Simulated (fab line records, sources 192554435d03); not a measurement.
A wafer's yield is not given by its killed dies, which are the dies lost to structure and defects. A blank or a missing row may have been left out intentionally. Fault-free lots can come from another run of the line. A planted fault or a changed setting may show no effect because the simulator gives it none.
fab line records ; flow n5-finfet
record lots=6; wafers=18; last-day=17
route steps=1938 shown BEOL_M9@1463 BEOL_M10@1470
lots untouched by any fault: they come from a run of this same line in which no faults occurred
start-h: hours from the record's first day to the start of the lot's first wafer shown ; wait-h: hours from the lot's prior step to this one ; " same as the row above ; L1.1+2: a single row standing in for several wafers ; - no value, or no start given ; * or withheld: withheld ; < > ~ a bound
route shown NAME@n: a module of which the file shows steps, and the number in the route of the first ; usual: average and standard deviation across the fault-free wafers ; same: alike in all rows ; chamber/n: place in a boat ; sites: readings site by site ; _std_site: standard deviation across them ; _edge_site: mean of outer sites minus mean of inner sites ; radius-mm: for every site, how far away it sits from the centre of the wafer ; mask NAME#n: copy n ; behind: the most recent tool/chamber to have shaped the wafer ; hold: reason for holding the lot/hours on hold/outcome of the hold ; device: transistor that didn't switch, given as n, p or np ; end of line: at the end of the route, the tests of the same wafers ; a step given without rows: its recipe and nothing more ; killed: count of dies lost to structure and defects at first sort (not the wafer's yield) ; map: per-die view of a wafer (x killed, . not killed, _ where there is no die)
set.NAME: the setting that was run; set.NAME@STEP: the one run at that earlier step ; model.NAME: the simulator's own value behind a step, which no gauge read
lots seen at some steps along the route; tables by step, rows by wafer
services: when a tool's chamber went out of use (start-h, in hours from the record's first day, below 0 if earlier), for how many hours, and the reason
## steps
# step N5_BEOL_M9_ANNEAL_51
# recipe temp-c=225; time-s=90; ambient=N2
# step N5_BEOL_M9_CMP_52
# recipe stop-on=SiCOH_lowk; t-overpolish-s=7; down-force-psi=1; platen-rpm=50; clearing-platen-down-force-psi=1.5; clearing-platen-rpm=50; post-cmp-clean=cu-alkaline; target-thk-nm=140; clearing-platen-pad-velocity-m-s=0.99484; pad-velocity-m-s=0.99484
# usual barrier-field-endpoint-s=28.8/0.6; clearing-platen-down-force-psi=1.499/0.0031; motor-current-A=5.9/0.82; overpolish-run-s=6.999/0.0089; slurry-filter-dp-kPa=13.50/0.15; slurry-flow-ml-min=149.9/0.51; time-to-endpoint-s=65.6/2.6
lot.wafer;tool;chamber;start-h;wait-h;barrier-field-endpoint-s;clearing-platen-down-force-psi;motor-current-A;overpolish-run-s;slurry-filter-dp-kPa;slurry-flow-ml-min;time-to-endpoint-s
L934.3;cmp-04;1;226.60;0.3;29.4;1.507;5.0;7.001;13.37;150.0;67.2
L934.6;cmp-04;2;226.60;0.3;29.1;1.498;7.2;7.017;13.52;150.2;66.9
L934.5;cmp-04;3;226.60;0.3;29.6;1.493;5.6;7.004;13.34;149.4;67.4
L938.4;cmp-01;2;234.69;0.2;29.0;1.497;6.9;6.994;13.53;150.6;65.7
L938.5;cmp-01;0;234.69;0.2;28.8;1.500;7.2;6.994;13.40;149.3;66.2
L938.6;cmp-01;1;234.69;0.2;28.7;1.499;4.9;7.010;13.58;149.5;65.3
L947.2;cmp-04;0;289.13;0.3;28.7;1.501;5.5;7.000;13.87;149.4;66.3
L947.6;cmp-04;1;289.13;0.3;28.7;1.500;5.0;6.985;13.26;150.1;63.3
L947.5;cmp-04;2;289.13;0.3;27.3;1.503;7.0;6.993;13.60;150.3;59.4
L946.2;cmp-04;1;291.43;0.2;28.3;1.502;5.3;6.986;13.53;149.8;62.8
L946.1;cmp-04;2;291.43;0.2;28.3;1.493;7.1;7.015;13.20;148.9;66.2
L946.4;cmp-04;0;291.43;0.2;29.2;1.499;5.5;7.003;13.52;149.7;66.4
L955.3;cmp-04;3;343.97;0.2;28.8;1.495;5.4;6.998;13.65;149.1;63.1
L955.1;cmp-04;0;343.97;0.2;28.8;1.496;5.4;7.000;13.34;149.7;64.4
L955.5;cmp-04;3;343.97;0.2;29.2;1.495;5.9;7.004;13.25;149.6;59.6
L956.2;cmp-03;3;354.11;0.2;28.3;1.500;6.2;6.993;13.47;150.2;64.5
L956.1;cmp-03;1;354.11;0.2;27.4;1.505;5.3;7.004;13.38;149.4;59.9
L956.6;cmp-03;3;354.11;0.2;29.2;1.498;6.4;6.987;13.46;150.4;65.9
# step N5_BEOL_M9_THK_MEAS_53
# recipe thk-meas-gauge=xrf; reads=Cu_of_BEOL_M9_ECD_50
# usual M9_THK=142/3
lot.wafer;tool;chamber;start-h;wait-h;M9_THK[nm]
L934.3;film-metro-01;-;226.78;-;145
L934.5;film-metro-01;-;226.78;-;141
L934.6;film-metro-01;-;226.78;-;143
L938.4;film-metro-02;-;234.92;-;140
L938.5;film-metro-02;-;234.92;-;142
L938.6;film-metro-02;-;234.92;-;138
L947.2;film-metro-01;-;289.31;-;149
L947.5;film-metro-01;-;289.31;-;145
L947.6;film-metro-01;-;289.31;-;141
L946.1;film-metro-01;-;291.72;-;140
L946.2;film-metro-01;-;291.72;-;139
L946.4;film-metro-01;-;291.72;-;142
L955.1;film-metro-02;-;344.23;-;145
L955.3;film-metro-02;-;344.23;-;147
L955.5;film-metro-02;-;344.23;-;147
L956.1;film-metro-02;-;354.41;-;146
L956.2;film-metro-02;-;354.41;-;142
L956.6;film-metro-02;-;354.41;-;141
# step N5_BEOL_M9_PRE_CLEAN_55
# recipe gas=NH3; time-s=15; temp-c=withheld; rf-power-w=300
# step N5_BEOL_M9_DEP_56
# recipe material=SiCN; target-thk-a=150; temp-c=withheld; precursor=3MS/NH3; pressure-torr=3; rf-w=202; time-s=26.5
# usual chamber-pressure-Torr=3.000/0.0069; showerhead-plenum-p-Torr=3.670/0.011; throttle-valve-pct=8.9/0.46
lot.wafer;tool;chamber;start-h;wait-h;chamber-pressure-Torr;showerhead-plenum-p-Torr;throttle-valve-pct
L934.3;pecvd-01;0;226.84;0.0;3.002;3.675;8.6
L934.5;pecvd-01;0;226.84;0.0;3.006;3.671;9.0
L934.6;pecvd-01;1;226.84;0.0;2.984;3.677;9.2
L938.4;pecvd-02;2;235.00;0.0;2.987;3.645;8.1
L938.5;pecvd-02;0;235.00;0.0;2.995;3.654;9.6
L938.6;pecvd-02;1;235.00;0.0;3.005;3.666;9.8
L947.2;pecvd-02;1;289.37;0.0;3.012;3.658;10.0
L947.5;pecvd-02;0;289.37;0.0;3.001;3.653;9.5
L947.6;pecvd-02;2;289.37;0.0;2.995;3.650;8.4
L946.1;pecvd-01;2;291.78;0.0;2.997;3.684;9.0
L946.2;pecvd-01;1;291.78;0.0;3.001;3.675;9.0
L946.4;pecvd-01;0;291.78;0.0;3.003;3.676;8.8
L955.1;pecvd-01;0;344.29;0.0;2.995;3.682;8.9
L955.3;pecvd-01;1;344.29;0.0;2.994;3.675;9.1
L955.5;pecvd-01;1;344.29;0.0;2.999;3.676;9.1
L956.1;pecvd-03;2;354.48;0.0;2.993;3.683;9.0
L956.2;pecvd-03;0;354.48;0.0;3.002;3.662;8.2
L956.6;pecvd-03;0;354.48;0.0;3.006;3.648;8.4
# step N5_BEOL_M9_RS_MEAS_57
# recipe thk-meas-gauge=four-point-probe; reads=Cu_of_BEOL_M9_ECD_50+Co_of_BEOL_M9_CVD_78+TaN_of_BEOL_M9_ALD_74
# usual M9_RS=0.152/0.0033
lot.wafer;tool;chamber;start-h;wait-h;M9_RS[ohm/sq]
L934.3;film-metro-01;-;226.92;0.1;0.150
L934.5;film-metro-01;-;226.92;0.1;0.153
L934.6;film-metro-01;-;226.92;0.1;0.152
L938.4;film-metro-02;-;235.05;0.0;0.154
L938.5;film-metro-02;-;235.05;0.0;0.151
L938.6;film-metro-02;-;235.05;0.0;0.157
L947.2;film-metro-02;-;289.45;0.1;0.144
L947.5;film-metro-02;-;289.45;0.1;0.147
L947.6;film-metro-02;-;289.45;0.1;0.152
L946.1;film-metro-01;-;291.86;0.1;0.155
L946.2;film-metro-01;-;291.86;0.1;0.155
L946.4;film-metro-01;-;291.86;0.1;0.152
L955.1;film-metro-02;-;344.37;0.1;0.150
L955.3;film-metro-02;-;344.37;0.1;0.147
L955.5;film-metro-02;-;344.37;0.1;0.148
L956.1;film-metro-02;-;354.58;0.1;0.148
L956.2;film-metro-02;-;354.58;0.1;0.153
L956.6;film-metro-02;-;354.58;0.1;0.153
# step N5_BEOL_M9_INSPECT_58
# recipe inspect-instrument=darkfield; mode=post-dep
# usual raw-defect-count=70/21
lot.wafer;tool;chamber;start-h;wait-h;raw-defect-count
L934.3;defect-inspect-01;-;226.94;0.0;75
L934.5;defect-inspect-01;-;226.94;0.0;63
L934.6;defect-inspect-01;-;226.94;0.0;82
L938.4;defect-inspect-02;-;235.08;0.0;75
L938.5;defect-inspect-02;-;235.08;0.0;97
L938.6;defect-inspect-02;-;235.08;0.0;72
L947.2;defect-inspect-02;-;289.47;0.0;58
L947.5;defect-inspect-02;-;289.47;0.0;49
L947.6;defect-inspect-02;-;289.47;0.0;63
L946.1;defect-inspect-02;-;291.88;0.0;41
L946.2;defect-inspect-02;-;291.88;0.0;50
L946.4;defect-inspect-02;-;291.88;0.0;81
L955.1;defect-inspect-02;-;344.39;0.0;64
L955.3;defect-inspect-02;-;344.39;0.0;37
L955.5;defect-inspect-02;-;344.39;0.0;66
L956.1;defect-inspect-02;-;354.60;0.0;112
L956.2;defect-inspect-02;-;354.60;0.0;86
L956.6;defect-inspect-02;-;354.60;0.0;83
# step N5_BEOL_M10_ILD_DEP_00
# recipe material=SiCOH_lowk; target-thk-a=3085.1; temp-c=300; precursor=DEMS/porogen; pressure-torr=5; rf-w=500; time-s=58
# usual chamber-pressure-Torr=5.001/0.011; heater-power-w=318/70; showerhead-plenum-p-Torr=5.743/0.015; susceptor-temp-C=300.00/0.18; throttle-valve-pct=13.8/0.76
lot.wafer;tool;chamber;start-h;wait-h;chamber-pressure-Torr;heater-power-w;showerhead-plenum-p-Torr;susceptor-temp-C;throttle-valve-pct
L934.3;pecvd-04;0;226.98;0.0;5.011;296;5.726;299.51;13.2
L934.5;pecvd-04;1;226.98;0.0;4.983;428;5.736;300.28;14.3
L934.6;pecvd-04;0;226.98;0.0;5.008;301;5.749;299.88;13.2
L938.4;pecvd-02;0;235.14;0.1;5.002;276;5.722;299.83;14.3
L938.5;pecvd-02;1;235.14;0.1;5.010;363;5.732;300.06;14.9
L938.6;pecvd-02;2;235.14;0.1;4.998;414;5.720;299.74;12.4
L947.2;pecvd-01;2;289.51;0.0;5.003;342;5.758;300.08;13.5
L947.5;pecvd-01;2;289.51;0.0;4.996;360;5.758;299.83;13.4
L947.6;pecvd-01;0;289.51;0.0;5.010;273;5.734;299.98;13.4
L946.1;pecvd-01;2;291.92;0.0;4.986;331;5.752;299.96;13.4
L946.2;pecvd-01;0;291.92;0.0;5.021;294;5.751;299.97;13.7
L946.4;pecvd-01;0;291.92;0.0;5.004;279;5.749;299.85;13.6
L955.1;pecvd-02;1;344.43;0.0;4.999;348;5.739;300.07;14.9
L955.3;pecvd-02;0;344.43;0.0;4.997;295;5.719;300.19;14.6
L955.5;pecvd-02;0;344.43;0.0;5.004;307;5.735;300.05;14.9
L956.1;pecvd-04;2;354.64;0.0;5.017;236;5.741;299.89;13.3
L956.2;pecvd-04;1;354.64;0.0;5.005;422;5.756;300.38;14.4
L956.6;pecvd-04;0;354.64;0.0;5.016;291;5.746;300.21;13.3
# step N5_BEOL_M10_CURE_71
# recipe temp-c=385; time-s=240; ambient=He/Ar; material=SiCOH_lowk
# usual lamp-power-pct=52.31/0.057; wafer_temp_C_max=386.9/0.6
lot.wafer;tool;chamber;start-h;wait-h;lamp-power-pct;wafer_temp_C_max
L934.3;uv-cure-03;1;227.21;0.2;52.35;386.6
L934.5;uv-cure-03;1;227.21;0.2;52.33;386.2
L934.6;uv-cure-03;1;227.21;0.2;52.38;385.8
L938.4;uv-cure-01;0;235.83;0.7;52.30;386.9
L938.5;uv-cure-01;0;235.83;0.7;52.36;387.1
L938.6;uv-cure-01;0;235.83;0.7;52.37;386.5
L947.2;uv-cure-02;0;289.75;0.2;52.33;387.7
L947.5;uv-cure-02;0;289.75;0.2;52.40;386.7
L947.6;uv-cure-02;0;289.75;0.2;52.29;386.4
L946.1;uv-cure-03;0;292.00;0.0;52.28;386.1
L946.2;uv-cure-03;0;292.00;0.0;52.28;386.8
L946.4;uv-cure-03;0;292.00;0.0;52.42;387.4
L955.1;uv-cure-03;2;344.51;0.0;52.25;386.4
L955.3;uv-cure-03;2;344.51;0.0;52.28;386.9
L955.5;uv-cure-03;2;344.51;0.0;52.35;386.5
L956.1;uv-cure-02;1;354.72;0.0;52.22;387.0
L956.2;uv-cure-02;1;354.72;0.0;52.42;387.0
L956.6;uv-cure-02;1;354.72;0.0;52.25;388.0
# step N5_BEOL_M10_THK_MEAS_01
# recipe reads=SiCOH_lowk_of_BEOL_M10_ILD_DEP_00
# usual M10_ILD_THK=267/3.2
lot.wafer;tool;chamber;start-h;wait-h;M10_ILD_THK[nm]
L934.3;film-metro-02;-;227.57;0.3;266
L934.5;film-metro-02;-;227.57;0.3;270
L934.6;film-metro-02;-;227.57;0.3;273
L938.4;film-metro-02;-;236.34;0.4;271
L938.5;film-metro-02;-;236.34;0.4;270
L938.6;film-metro-02;-;236.34;0.4;268
L947.2;film-metro-02;-;290.58;0.7;268
L947.5;film-metro-02;-;290.58;0.7;270
L947.6;film-metro-02;-;290.58;0.7;270
L946.1;film-metro-01;-;292.51;0.4;268
L946.2;film-metro-01;-;292.51;0.4;266
L946.4;film-metro-01;-;292.51;0.4;274
L955.1;film-metro-02;-;345.02;0.4;262
L955.3;film-metro-02;-;345.02;0.4;264
L955.5;film-metro-02;-;345.02;0.4;270
L956.1;film-metro-02;-;355.23;0.4;264
L956.2;film-metro-02;-;355.23;0.4;261
L956.6;film-metro-02;-;355.23;0.4;270
# step N5_BEOL_M10_PECVD_70
# recipe material=SiO2; target-thk-a=200; temp-c=400; precursor=TEOS/O2; pressure-torr=5.5; rf-w=450; teos-flow-sccm=53.8; gas=O2; flow-sccm=3000; time-s=22.7
# usual chamber-pressure-Torr=5.499/0.013; heater-power-w=718/120; showerhead-plenum-p-Torr=8.80/0.047; susceptor-temp-C=400.03/0.24; throttle-valve-pct=22.4/1.2
lot.wafer;tool;chamber;start-h;wait-h;chamber-pressure-Torr;heater-power-w;showerhead-plenum-p-Torr;susceptor-temp-C;throttle-valve-pct
L934.3;pecvd-02;1;227.62;0.1;5.508;746;8.81;400.07;23.7
L934.5;pecvd-02;0;227.62;0.1;5.491;738;8.73;400.25;23.3
L934.6;pecvd-02;1;227.62;0.1;5.505;761;8.81;400.27;23.9
L938.4;pecvd-02;2;236.40;0.1;5.524;928;8.72;400.50;20.2
L938.5;pecvd-02;0;236.40;0.1;5.478;629;8.72;400.05;23.3
L938.6;pecvd-02;1;236.40;0.1;5.498;829;8.81;399.83;24.1
L947.2;pecvd-04;0;290.62;0.0;5.491;640;8.83;400.08;21.3
L947.5;pecvd-04;0;290.62;0.0;5.504;658;8.86;400.15;21.0
L947.6;pecvd-04;1;290.62;0.0;5.480;979;8.83;399.94;23.1
L946.1;pecvd-02;1;292.55;0.0;5.483;824;8.80;399.69;23.9
L946.2;pecvd-02;0;292.55;0.0;5.504;610;8.72;399.72;23.8
L946.4;pecvd-02;0;292.55;0.0;5.498;594;8.73;399.97;23.9
L955.1;pecvd-01;0;345.06;0.0;5.504;641;8.79;400.04;21.8
L955.3;pecvd-01;2;345.06;0.0;5.493;763;8.85;399.70;21.6
L955.5;pecvd-01;0;345.06;0.0;5.491;669;8.81;400.13;21.8
L956.1;pecvd-02;1;355.27;0.0;5.476;673;8.83;400.08;24.2
L956.2;pecvd-02;2;355.27;0.0;5.493;964;8.72;400.26;20.1
L956.6;pecvd-02;0;355.27;0.0;5.494;672;8.75;400.19;23.8
# step N5_BEOL_M10_HM_DEP_02
# recipe material=TiN; target-thk-a=200; temp-c=25; chamber-pressure-pa=0.49996
# step N5_BEOL_M10_COAT_59
# recipe resist=SOC; temp-c=250; time-s=60; spin-rpm=1500; resist-thk-nm=100
# usual heater-power-total-W=500.4/1.8; plate-temp-C=250.02/0.15
lot.wafer;tool;chamber;start-h;wait-h;heater-power-total-W;plate-temp-C
L934.3;litho-track-03;0;229.22;0.1;499.3;250.14
L934.5;litho-track-03;0;229.22;0.1;500.0;250.04
L934.6;litho-track-03;0;229.22;0.1;501.8;250.40
L938.4;litho-track-03;0;236.84;0.1;498.4;249.93
L938.5;litho-track-03;0;236.84;0.1;499.9;250.21
L938.6;litho-track-03;0;236.84;0.1;498.7;249.82
L947.2;litho-track-03;0;291.18;0.1;472.0;238.50
L947.5;litho-track-03;0;291.18;0.1;473.9;238.63
L947.6;litho-track-03;0;291.18;0.1;474.7;238.46
L946.1;litho-track-03;0;292.75;0.1;472.2;238.80
L946.2;litho-track-03;0;292.75;0.1;470.2;238.53
L946.4;litho-track-03;0;292.75;0.1;471.4;238.74
L955.1;litho-track-05;0;348.95;0.1;502.3;250.24
L955.3;litho-track-05;0;348.95;0.1;503.3;249.97
L955.5;litho-track-05;0;348.95;0.1;502.0;250.22
L956.1;litho-track-05;0;356.16;0.1;502.2;250.19
L956.2;litho-track-05;0;356.16;0.1;498.9;250.20
L956.6;litho-track-05;0;356.16;0.1;498.5;250.18
# step N5_BEOL_M10_COAT_60
# recipe resist=SiARC; temp-c=220; time-s=60; spin-rpm=1500; resist-thk-nm=30
## services
tool;chamber;start-h;hours;kind
uv-cure-02;-;203.98;4.5;repair
cmp-03;-;204.75;0.8;repair
cmp-01;-;213.82;4.0;pm
cmp-04;-;217.47;0.5;repair
pecvd-01;2;232.62;4.2;repair
uv-cure-03;-;241.21;7.5;pm
pecvd-02;2;252.90;2.1;scheduled-down
cmp-04;-;257.09;2.7;pm
pecvd-02;0;261.04;21.4;repair
uv-cure-01;-;271.31;6.6;repair
pecvd-03;-;286.97;14.6;pm
uv-cure-01;-;287.85;6.0;pm
cmp-03;-;288.14;4.0;pm
pecvd-02;2;292.28;5.5;scheduled-down
cmp-01;-;292.42;2.4;repair
uv-cure-02;-;301.07;24.9;pm
cmp-04;-;310.86;17.0;pm
pecvd-02;1;319.14;5.5;scheduled-down
pecvd-02;-;323.95;1.9;repair
cmp-04;-;331.06;4.0;pm
cmp-04;-;335.59;0.7;repair
pecvd-04;-;335.87;1.0;repair
uv-cure-02;-;342.38;0.3;repair
pecvd-01;0;347.62;5.5;scheduled-down
## key
first-sign step=N5_BEOL_M10_COAT_59; reading=plate-temp-C; direction=down; sigmas=74; usual=*; struck=*
effect step=N5_BEOL_M10_COAT_59; reading=heater-power-total-W; direction=down; sigmas=16; usual=*; struck=*
met-at N5_BEOL_M10_COAT_59
struck-wafers L946.1,L946.2,L946.4,L947.2,L947.5,L947.6
onset-between 236.84 291.18
fault kind=process-parameter-drift; tool=litho-track-03; chamber=-; onset-h=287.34; steps=N5_BEOL_M10_COAT_59; channel=temp-c; offset=*; shape=step; end-h=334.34; acts-in=*; stated=*
